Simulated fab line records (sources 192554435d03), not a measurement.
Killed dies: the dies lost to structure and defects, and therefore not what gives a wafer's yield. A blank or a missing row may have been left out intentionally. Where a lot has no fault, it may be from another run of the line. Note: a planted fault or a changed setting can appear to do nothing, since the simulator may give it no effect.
Problem report in the 8D (eight disciplines) form, filled by code    flow n5_finfet    the parts of the form that need people (team, actions taken, sign-off) are left out

## 1. PROBLEM STATEMENT
Wafers without a fault read 14 with a standard deviation of 3.9, while killed_on_rim at N5_PASSIVATION_PROBE_49 averages 34 across 2 wafers of 1 lot. That is +5.1 standard deviations from the usual mean.
First observed at day 16 15:25: wafer L284.3, on prober-01. The record holds 6 wafers of 2 lots with a number at this step. The rule behind "out" and "out of limits": a value lying over 4 standard deviations away from the usual mean. The rest of the wafers with a number are treated as sound.

## 2. WHAT IT IS, WHAT IT ISN'T
question                     is                 is not
which readings at this step  killed_on_rim      killed_at_M0_to_M3, killed_at_contacts, killed_at_other, killed_short
which lots                   L284               L273
which wafers of those lots   L284.3, L284.5     L284.6
read on which tools          prober-01          prober-02
when                         from day 16 15:25  up to then (3 sound wafers); but 1 sound wafer of L284 came after

## 3. SUSPECTS, AND WHAT RULES EACH OUT
Counting: if a tool at a process step up to the reading ran every lot that is out, it stays a suspect. Sound lots after the first of them don't rule it out here, since some wafers of a struck lot are sound.
- pecvd-01 at N5_BEOL_M8_PECVD_70 (deposits SiO2 from TEOS/O2, target thk 20 nm, time 22.7 s): kept. The lot that is out, L284, ran on it at day 13 15:37; the last sound lot it ran before that was L273, at day 10 08:58.
- rie_diel-04 at N5_PASSIVATION_ETCH_54 (etches SiO2 in CHF3/O2, target depth 880 nm, time 440 s): kept. It ran the lot that is out, L284 (day 16 12:32).
- rie_diel-04 at N5_PASSIVATION_STRIP_48 (strips in O2): kept. It ran the lot that is out, L284 (day 16 12:49).
- prober-01 at N5_PASSIVATION_PROBE_49: kept. It ran the lot that is out, L284 (day 16 15:25). Its own readings are out on those wafers: killed_on_rim.
- At N5_BEOL_M8_PECVD_70 on pecvd-01, chamber 2 took the sound wafers of the same lots and chamber 1 took the wafers that are out.
- At N5_PASSIVATION_ETCH_54 on rie_diel-04, chamber 1 took the sound wafers of the same lots and chamber 0 took the wafers that are out.
- At N5_PASSIVATION_STRIP_48 on rie_diel-04, chamber 1 took the sound wafers of the same lots and chamber 0 took the wafers that are out.
Left after counting: pecvd-01 at N5_BEOL_M8_PECVD_70, rie_diel-04 at N5_PASSIVATION_ETCH_54, rie_diel-04 at N5_PASSIVATION_STRIP_48, prober-01 at N5_PASSIVATION_PROBE_49.

## 4. THE CAUSE (what the simulator had put in)
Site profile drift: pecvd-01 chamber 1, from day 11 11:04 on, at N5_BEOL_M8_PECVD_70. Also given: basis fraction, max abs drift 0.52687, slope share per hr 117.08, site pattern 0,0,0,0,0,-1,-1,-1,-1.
Of the 4 suspects that counting leaves, this tool is one.

## 5. THE CHAIN OF EFFECTS, in route order
Rows list readings where the struck wafers' mean (over those with a number) sits beyond 3 standard deviations from the usual. Scope: only readings with a usual standard deviation given in the record; hours: median across lots of the time from each lot's start at the first step in this table that gives one to its start at this step; sigmas: change in usual standard deviations.
hours  step                     reading        usual  on struck wafers  change  sigmas
0      N5_PASSIVATION_PROBE_49  killed_on_rim  14     34                +20     +5.1
Its process steps:
- N5_PASSIVATION_PROBE_49
Later measuring or inspecting steps at which every struck wafer that the step has a row for has a number for every such reading, and none has moved that far: N5_PASSIVATION_INSPECT_57.

## 6. HOW IT WOULD HAVE BEEN CAUGHT EARLIER
In this record no reading fell out of limits until day 16 15:25, 124 hours after the fault had begun at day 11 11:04.
Tool readings at N5_BEOL_M8_PECVD_70 with a usual standard deviation given in the record: none out on any struck wafer, hence no alarm at a limit of 4 standard deviations on them.
Lots out: 1; all had begun N5_BEOL_M8_PECVD_70 on pecvd-01 by day 16 15:25. A hold on the tool at that time would have spared none of them.
